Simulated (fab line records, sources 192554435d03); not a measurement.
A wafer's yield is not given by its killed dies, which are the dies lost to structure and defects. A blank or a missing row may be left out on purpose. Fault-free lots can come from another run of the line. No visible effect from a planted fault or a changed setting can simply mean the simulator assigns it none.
Lot-split experiment / flow n5_finfet / 21 wafers read from 7 lots, route of 1938 steps

## ON THE SPLIT
At N5_BEOL_M0_SAQP_EXPOSE_37 (exposes mask M0 CUT1, target cd 30 nm), the setting dose_mj was moved away from the recipe's 44.75 on 7 of the 21 wafers read, by -6.3% to +7.1%. The other wafers ran this setting at the recipe's value.

## FROM THE SPLIT TO THE READING: what the file shows between them, 2 steps
- N5_BEOL_M0_SAQP_PEB_38: peb time 60 s
- N5_BEOL_M0_SAQP_DEVELOP_39: develop time 30 s

## THE READING
cd_nm, in nm, at N5_BEOL_M0_SAQP_CD_MEAS_40 (target cd 30 nm). Fault-free wafers of this fab line usually give 30.09 nm, standard deviation 0.26 nm.

wafer=L075.1; tool, chamber at the split=euv_scanner-02, 0; dose_mj as run=44.75; against the recipe=recipe; cd_nm, nm=29.24; against lot-mates on the recipe=-
wafer=L075.2; tool, chamber at the split=euv_scanner-02, 0; dose_mj as run=44.75; against the recipe=recipe; cd_nm, nm=29.69; against lot-mates on the recipe=-
wafer=L075.5; tool, chamber at the split=euv_scanner-02, 0; dose_mj as run=44.75; against the recipe=recipe; cd_nm, nm=30.16; against lot-mates on the recipe=-
wafer=L080.1; tool, chamber at the split=euv_scanner-02, 0; dose_mj as run=44.75; against the recipe=recipe; cd_nm, nm=30.16; against lot-mates on the recipe=-
wafer=L080.3; tool, chamber at the split=euv_scanner-02, 0; dose_mj as run=44.75; against the recipe=recipe; cd_nm, nm=30.24; against lot-mates on the recipe=-
wafer=L080.4; tool, chamber at the split=euv_scanner-02, 0; dose_mj as run=42.51; against the recipe=-5.0%; cd_nm, nm=29.49; against lot-mates on the recipe=-0.71
wafer=L086.2; tool, chamber at the split=euv_scanner-02, 0; dose_mj as run=44.75; against the recipe=recipe; cd_nm, nm=29.75; against lot-mates on the recipe=-
wafer=L086.3; tool, chamber at the split=euv_scanner-02, 0; dose_mj as run=44.75; against the recipe=recipe; cd_nm, nm=29.99; against lot-mates on the recipe=-
wafer=L086.4; tool, chamber at the split=euv_scanner-02, 0; dose_mj as run=44.75; against the recipe=recipe; cd_nm, nm=29.85; against lot-mates on the recipe=-
wafer=L087.1; tool, chamber at the split=euv_scanner-01, 0; dose_mj as run=44.75; against the recipe=recipe; cd_nm, nm=30.11; against lot-mates on the recipe=-
wafer=L087.3; tool, chamber at the split=euv_scanner-01, 0; dose_mj as run=46.08; against the recipe=+3.0%; cd_nm, nm=30.73; against lot-mates on the recipe=+0.62
wafer=L087.5; tool, chamber at the split=euv_scanner-01, 0; dose_mj as run=46.08; against the recipe=+3.0%; cd_nm, nm=31.06; against lot-mates on the recipe=+0.95
wafer=L093.1; tool, chamber at the split=euv_scanner-01, 0; dose_mj as run=47.94; against the recipe=+7.1%; cd_nm, nm=31.66; against lot-mates on the recipe=+1.51
wafer=L093.4; tool, chamber at the split=euv_scanner-01, 0; dose_mj as run=44.75; against the recipe=recipe; cd_nm, nm=30.15; against lot-mates on the recipe=-
wafer=L093.6; tool, chamber at the split=euv_scanner-01, 0; dose_mj as run=47.94; against the recipe=+7.1%; cd_nm, nm=31.43; against lot-mates on the recipe=+1.28
wafer=L095.1; tool, chamber at the split=euv_scanner-01, 0; dose_mj as run=44.75; against the recipe=recipe; cd_nm, nm=30.29; against lot-mates on the recipe=-
wafer=L095.4; tool, chamber at the split=euv_scanner-01, 0; dose_mj as run=41.93; against the recipe=-6.3%; cd_nm, nm=28.89; against lot-mates on the recipe=-1.40
wafer=L095.6; tool, chamber at the split=euv_scanner-01, 0; dose_mj as run=41.93; against the recipe=-6.3%; cd_nm, nm=28.62; against lot-mates on the recipe=-1.67
wafer=L097.1; tool, chamber at the split=euv_scanner-01, 0; dose_mj as run=44.75; against the recipe=recipe; cd_nm, nm=29.85; against lot-mates on the recipe=-
wafer=L097.4; tool, chamber at the split=euv_scanner-01, 0; dose_mj as run=44.75; against the recipe=recipe; cd_nm, nm=29.91; against lot-mates on the recipe=-
wafer=L097.5; tool, chamber at the split=euv_scanner-01, 0; dose_mj as run=44.75; against the recipe=recipe; cd_nm, nm=29.80; against lot-mates on the recipe=-

THE FIT
A straight line over all 21 wafers: cd_nm changes by +0.203 nm for each +1% of dose_mj; r = +0.92; the points scatter about the line by 0.29 nm.
The same after taking each lot's own level away (the mean of its wafers on the recipe; 21 wafers): +0.212 nm for each +1%; r = +0.96; scatter 0.21 nm.
The reading moves by 1.5 nm for the largest change in dose_mj, on that fit.
The span of the lots' own levels, 29.697 to 30.290 nm, comes to 2.3 times the standard deviation stated above.
Consequently the slope shifts little with the lot-to-lot level, the two slopes agreeing.
Check: for one of the wafers moved furthest among these (+7.1%), held out of the fit, the line's prediction against its lot-mates is +1.51 nm. It came out at +1.51 nm against them.

## OTHER SPLITS APPLIED TO THESE WAFERS
Other splits were also applied to these wafers ahead of the reading. Each is held against what the fit with the lots' levels taken away leaves over:
other split on the same wafers=N5_SD_EPI_P_EPI_21 epi_growth_time_s; wafers away from the commonest value=8; r with cd_nm (lot level and that fit taken away)=-0.10
other split on the same wafers=N5_SDB_CUT_ETCH_26 icp_w; wafers away from the commonest value=8; r with cd_nm (lot level and that fit taken away)=-0.19
other split on the same wafers=N5_MOL_CONTACT_COAG_SPUTTER_143 target_thk_a; wafers away from the commonest value=6; r with cd_nm (lot level and that fit taken away)=-0.07
other split on the same wafers=N5_MOL_CONTACT_COAG_ETCHBACK_136 target_depth_a; wafers away from the commonest value=7; r with cd_nm (lot level and that fit taken away)=-0.07
other split on the same wafers=N5_MOL_CONTACT_COAG_ETCH_124 bias_w; wafers away from the commonest value=5; r with cd_nm (lot level and that fit taken away)=-0.01

## THE WHOLE CHAIN: every reading that the file lists as answering this split, in the file's order
step=N5_BEOL_M0_SAQP_CD_MEAS_40; what it does=target cd 30 nm; reading=cd_nm; change (the file's fit)=+0.205 nm for each +1% of the setting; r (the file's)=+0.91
step=N5_BEOL_M0_SAQP_DESCUM_45; what it does=chemistry O2, time 7 s; reading=BEOL_M0_SAQP.cd_nm (the simulator's own value, which no gauge read); change (the file's fit)=+0.19 nm for each +1% of the setting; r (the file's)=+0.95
step=N5_BEOL_M0_SAQP_ETCH_88; what it does=etches underlayer in N2/H2, target depth 6.5 nm, time 5.2 s; reading=BEOL_M0_SAQP.cd_nm (the simulator's own value, which no gauge read); change (the file's fit)=+0.199 nm for each +1% of the setting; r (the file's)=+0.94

## THE FILE'S OWN FIT
cd_nm changes by +0.205 nm for each +1% of dose_mj, r = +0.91.
